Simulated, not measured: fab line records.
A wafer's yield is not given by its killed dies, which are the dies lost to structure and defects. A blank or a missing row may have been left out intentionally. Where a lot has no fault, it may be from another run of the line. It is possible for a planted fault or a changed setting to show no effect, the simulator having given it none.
One fault through the eyes of 2 desks + flow nandHarc + each desk holds nothing but its own numbers, with what lay behind them at the end

## THE DEFECT DESK
What the inspections along the route counted, lot by lot: means of the sampled wafers that have a number. Any lot whose mean is over 4 standard deviations away from the usual mean is out of limits and marked OUT; that distance is given in the brackets.
Columns: A = rawDefectCount at NHARC_A_CONTACT_INSPECT_23, usual 509
| lot  | first seen here | A   |
|------|-----------------|-----|
| L308 | day 23 20:58    | 403 |
| L310 | day 24 13:50    | 410 |
| L309 | day 24 21:59    | 632 |
| L311 | day 25 02:13    | 401 |
| L313 | day 25 04:26    | 433 |
| L312 | day 25 07:46    | 606 |
| L315 | day 26 05:25    | 423 |
| L316 | day 26 20:10    | 529 |
| L317 | day 27 11:56    | 726 |
| L324 | day 30 17:23    | 451 |
| L326 | day 31 00:58    | 566 |
| L328 | day 31 10:48    | 373 |
This desk found nothing out of limits on any of the 12 lots.

## TOOL OWNER'S DESK, aldMetal-01
The tool's own readings at NHARC_A_BLC_ALD_23 (deposits TiN, target thk 3 nm, pulse time 1 s, ald cycles 150): means of the sampled wafers that have a number, for each lot that ran on this tool. Any lot whose mean is over 4 standard deviations away from the usual mean is out of limits and marked OUT; that distance is given in the brackets.
Columns: A = heaterPowerW at NHARC_A_BLC_ALD_23, usual 1083 W; B = precursorPulseHeightRel at NHARC_A_BLC_ALD_23, usual 0.998; C = susceptorTempC at NHARC_A_BLC_ALD_23, usual 450.03 C
| lot  | first seen here | A    | B     | C      |
|------|-----------------|------|-------|--------|
| L315 | day 26 07:55    | 1086 | 1.008 | 449.87 |
| L316 | day 26 22:32    | 1072 | 1.010 | 449.99 |
| L324 | day 30 19:56    | 1049 | 1.002 | 450.17 |
| L326 | day 31 03:38    | 1085 | 1.003 | 450.01 |
This desk found nothing out of limits on any of the 4 lots.

## PUT TOGETHER
Nothing out of limits was seen by the defect desk.
The desk of the tool owner found nothing out of limits.

## WHAT THE SIMULATOR HAD INSERTED
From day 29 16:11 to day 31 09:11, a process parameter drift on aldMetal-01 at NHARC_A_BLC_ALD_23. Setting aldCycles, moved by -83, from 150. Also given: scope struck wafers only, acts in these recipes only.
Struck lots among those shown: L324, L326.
